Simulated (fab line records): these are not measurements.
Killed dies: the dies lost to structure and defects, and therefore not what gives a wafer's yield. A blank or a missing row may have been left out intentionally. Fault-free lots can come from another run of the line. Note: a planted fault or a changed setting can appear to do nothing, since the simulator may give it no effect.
A struck lot beside a sound one | flow nandHarc | 38 out of 1159 route steps
Sound: these wafers, L838.1, L838.2, L838.4. Struck: wafers L845.2, L845.4, L845.6. The cause is named last.
Per side, at each step with rows, come the tool, then ch with its chambers, and then its first start. Under that, the readings that differ: sound wafers | struck wafers | difference of the means | sigmas: that difference in standard deviations of wafers without a fault.
alike: words and numbers the same on both sides, and readings whose means are apart by under 2 such deviations; not compared: readings that were withheld, readings missing a value for some wafer, numbers with overlapping values and no deviation given by the record, and bounds like >300 which may hide the same value.
Wherever a step has rows on one side only, a row that says differs or no value, or a row with sigmas, the two part there. When numbers do not overlap yet have no deviation, they are printed without sigmas and do not part them. A reading missing from all wafers of one side parts the sides only when that side holds two or more wafers.

NHARC_A_ZERO_WELL_INSPECT_17:
  sound on defectInspect-02, day 7 16:35; struck on defectInspect-01, day 9 17:10
  alike: rawDefectCount
then, 3 steps without rows for these wafers: NHARC_A_SOURCE_PLATE_PRECLEAN_00 (cleans in HF-LAST, time 60 s); NHARC_A_SOURCE_PLATE_SRD_01; NHARC_A_SOURCE_PLATE_OXIDE_02 (material SiO2, target thk 10 nm, ox time 1362 s).
NHARC_A_SOURCE_PLATE_THK_MEAS_09: measures by ellipsometry.
  sound on filmMetro-02, day 8 00:28; struck on filmMetro-02, day 10 00:35
  alike: thkNm
then, 3 steps without rows for these wafers: NHARC_A_SOURCE_PLATE_PVD_04 (deposits WSi2, target thk 50 nm); NHARC_A_SOURCE_PLATE_CVD_03 (deposits poly-Si, target thk 200 nm, time 4000 s); NHARC_A_SOURCE_PLATE_ANNEAL_05 (time 1800 s).
NHARC_A_SOURCE_PLATE_THK_MEAS_06: measures by ellipsometry.
  sound on filmMetro-02, day 8 13:39; struck on filmMetro-02, day 10 14:44
  alike: thkNm
NHARC_A_SOURCE_PLATE_INSPECT_08:
  sound on defectInspect-02, day 8 13:43; struck on defectInspect-01, day 10 14:50
  alike: rawDefectCount
NHARC_A_ONON_D1_DEP_00: target thk 1000 nm.
  sound on pecvdOnon-02 ch 0, day 8 13:47; struck on pecvdOnon-04 ch 0, day 10 14:58
  alike: n2FlowSccm, nh3FlowSccm
NHARC_A_ONON_D1_THK_MEAS_02: measures by ellipsometry.
  sound on filmMetro-01, day 8 14:17; struck on filmMetro-02, day 10 15:25
  alike: thkNm
next comes 1 step that has no rows for these wafers: NHARC_A_ONON_D1_DEP_03 (target thickness 1000 nm).
NHARC_A_ONON_D1_THK_MEAS_05: measures by ellipsometry.
  sound on filmMetro-01, day 8 14:51; struck on filmMetro-02, day 10 15:59
  alike: thkNm
next comes 1 step that has no rows for these wafers: NHARC_A_ONON_D1_DEP_06 (target thickness 1000 nm).
NHARC_A_ONON_D1_THK_MEAS_08: measures by ellipsometry.
  sound on filmMetro-01, day 8 15:25; struck on filmMetro-02, day 10 16:34
  alike: thkNm
next comes 1 step that has no rows for these wafers: NHARC_A_ONON_D1_DEP_09 (target thickness 1000 nm).
NHARC_A_ONON_D1_THK_MEAS_11: measures by ellipsometry.
  sound on filmMetro-02, day 8 15:59; struck on filmMetro-01, day 10 17:07
reading    | sound       | struck         | difference | sigmas
thkNm (nm) | 995 995 993 | 1025 1023 1025 | +30        | +4
next comes 1 step that has no rows for these wafers: NHARC_A_ONON_D1_DEP_12 (target thickness 1000 nm).
NHARC_A_ONON_D1_THK_MEAS_14: measures by ellipsometry.
  sound on filmMetro-01, day 8 16:32; struck on filmMetro-02, day 10 17:41
  alike: thkNm
then, 2 steps without rows for these wafers: NHARC_A_ONON_D1_ANNEAL_15 (time 3600 s); NHARC_A_ONON_D1_DEP_16 (target thk 1000 nm).
NHARC_A_ONON_D1_THK_MEAS_18: measures by ellipsometry.
  sound on filmMetro-02, day 8 23:40; struck on filmMetro-02, day 11 01:20
  alike: thkNm
next comes 1 step that has no rows for these wafers: NHARC_A_ONON_D1_DEP_19 (target thickness 1000 nm).
NHARC_A_ONON_D1_THK_MEAS_21: measures by ellipsometry.
  sound on filmMetro-02, day 9 00:13; struck on filmMetro-02, day 11 01:53
  alike: thkNm
next comes 1 step that has no rows for these wafers: NHARC_A_ONON_D1_DEP_22 (target thickness 1000 nm).
NHARC_A_ONON_D1_THK_MEAS_24: measures by ellipsometry.
  sound on filmMetro-01, day 9 00:47; struck on filmMetro-02, day 11 02:28
reading    | sound       | struck         | difference | sigmas
thkNm (nm) | 984 986 985 | 1010 1009 1012 | +25        | +2
next comes 1 step that has no rows for these wafers: NHARC_A_ONON_D1_DEP_25 (target thickness 1000 nm).
NHARC_A_ONON_D1_THK_MEAS_27: measures by ellipsometry.
  sound on filmMetro-01, day 9 01:21; struck on filmMetro-01, day 11 03:01
  alike: thkNm
next comes 1 step that has no rows for these wafers: NHARC_A_ONON_D1_DEP_28 (target thickness 1000 nm).
NHARC_A_ONON_D1_THK_MEAS_30: measures by ellipsometry.
  sound on filmMetro-02, day 9 01:55; struck on filmMetro-01, day 11 03:35
  alike: thkNm
NHARC_A_ONON_D1_DEP_33: deposits SiO2, target thk 200 nm.
  sound on pecvd-03 ch 1,2, day 9 01:58; struck on pecvd-03 ch 0,1,2, day 11 03:38
  alike: heaterPowerOuterW, heaterPowerW, throttleValvePct
NHARC_A_ONON_D1_THK_MEAS_34: measures by ellipsometry.
  sound on filmMetro-02, day 9 02:32; struck on filmMetro-02, day 11 04:03
  alike: thkNm
NHARC_A_CHANNEL_HOLE_D1_DEP_00: deposits aC, target thk 3100 nm.
  sound on aclDep-01 ch 0, day 9 03:43; struck on aclDep-02 ch 0, day 11 05:05
  alike: throttleValvePct
NHARC_A_CHANNEL_HOLE_D1_DEP_01: deposits SiON, target thk 140 nm.
  sound on pecvd-01 ch 1,2, day 9 05:35; struck on pecvd-02 ch 0,1, day 11 06:46
  alike: heaterPowerOuterW, heaterPowerW
then, 2 steps without rows for these wafers: NHARC_A_CHANNEL_HOLE_D1_DEHYDRATE_02 (time 120 s); NHARC_A_CHANNEL_HOLE_D1_HMDS_03 (time 30 s).
-- the record jumps here: 11 days lie between the struck wafers' starts before and after (it left off in module A_CHANNEL_HOLE_D1 and takes up again in module END, whose first step shown is number 1159 of the route) --
NHARC_END_SORT_01:
  the record has rows for the struck wafers here (prober-01 ch 0, day 21 21:30) and none for the sound ones

WHERE THEY PART
Earliest at NHARC_A_ONON_D1_THK_MEAS_11; latest, in this record, at NHARC_END_SORT_01.

WHY: the cause the simulator had injected
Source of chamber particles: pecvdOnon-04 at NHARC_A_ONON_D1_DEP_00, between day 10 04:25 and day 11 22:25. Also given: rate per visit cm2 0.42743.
